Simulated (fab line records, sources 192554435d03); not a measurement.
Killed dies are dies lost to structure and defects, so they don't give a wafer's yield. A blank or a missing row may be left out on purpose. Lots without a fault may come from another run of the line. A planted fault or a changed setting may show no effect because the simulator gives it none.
Chamber matching | flow n5_finfet | N5_SD_EPI_N_ETCH_35 on rie_diel-04: 4 sister chambers
The step etches SOC in N2/H2, overetch 108 nm, time 486 s. 16 wafers are shown with their chamber, then 8 later ones without.

WAFERS WITH THEIR CHAMBER
wafer  | chamber | showerhead_plenum_p_Torr (Torr) | drypump_motor_current_A (A) | throttle_valve_pct (%)
L077.1 | 3       | 2.46                            | 5.0                         | 24.1
L077.2 | 2       | 2.68                            | 5.1                         | 23.5
L077.5 | 1       | 2.49                            | 5.9                         | 24.1
L078.2 | 3       | 2.46                            | 5.0                         | 24.0
L078.3 | 0       | 2.73                            | 5.5                         | 23.9
L078.5 | 2       | 2.68                            | 5.1                         | 23.5
L082.1 | 2       | 2.67                            | 5.1                         | 23.5
L082.2 | 3       | 2.45                            | 5.1                         | 24.1
L082.6 | 1       | 2.49                            | 5.8                         | 23.7
L083.1 | 2       | 2.67                            | 5.1                         | 23.5
L083.2 | 0       | 2.72                            | 5.5                         | 23.9
L083.5 | 0       | 2.72                            | 5.5                         | 23.9
L084.2 | 1       | 2.48                            | 5.8                         | 23.8
L084.4 | 0       | 2.72                            | 5.5                         | 23.9
L084.5 | 3       | 2.45                            | 5.1                         | 24.1
L086.1 | 2       | 2.67                            | 5.1                         | 23.5

SIGNATURES (means of the wafers above)
reading                  | chamber 0 | chamber 1 | chamber 2 | chamber 3 | scatter within a chamber
showerhead_plenum_p_Torr | 2.7225    | 2.4867    | 2.6740    | 2.4550    | 0.00549
drypump_motor_current_A  | 5.500     | 5.833     | 5.100     | 5.050     | 0.0373
throttle_valve_pct       | 23.900    | 23.867    | 23.500    | 24.075    | 0.0886
Rule: a wafer's distance from a chamber is the root of the sum, over the readings, of the square of ((its reading less the chamber's mean) divided by the reading's scatter). The wafer belongs to the nearest chamber; if the next one is less than 2 further off, it can't be placed. The scatter: the root of (the sum of the squares of (reading less its chamber's mean) over the shown wafers, divided by (wafers less chambers)).

WAFERS WITHOUT THEIR CHAMBER
wafer  | showerhead_plenum_p_Torr (Torr) | drypump_motor_current_A (A) | throttle_valve_pct (%)
L086.4 | 2.48                            | 5.8                         | 23.8
L086.5 | 2.72                            | 5.6                         | 23.9
L092.2 | 2.66                            | 5.1                         | 23.5
L092.4 | 2.48                            | 5.9                         | 23.8
L092.5 | 2.71                            | 5.6                         | 23.9
L094.2 | 2.71                            | 5.5                         | 23.9
L094.4 | 2.47                            | 5.9                         | 23.8
L094.6 | 2.71                            | 5.5                         | 23.9

WHICH CHAMBER EACH WENT THROUGH
wafer  | from the rows above | in truth
L086.4 | 1                   | 1
L086.5 | 0                   | 0
L092.2 | 2                   | 2
L092.4 | 1                   | 1
L092.5 | 0                   | 0
L094.2 | 0                   | 0
L094.4 | 1                   | 1
L094.6 | 0                   | 0
Placed correctly: 8 of 8. Can't be placed from these rows: 0. Placed wrongly: 0.
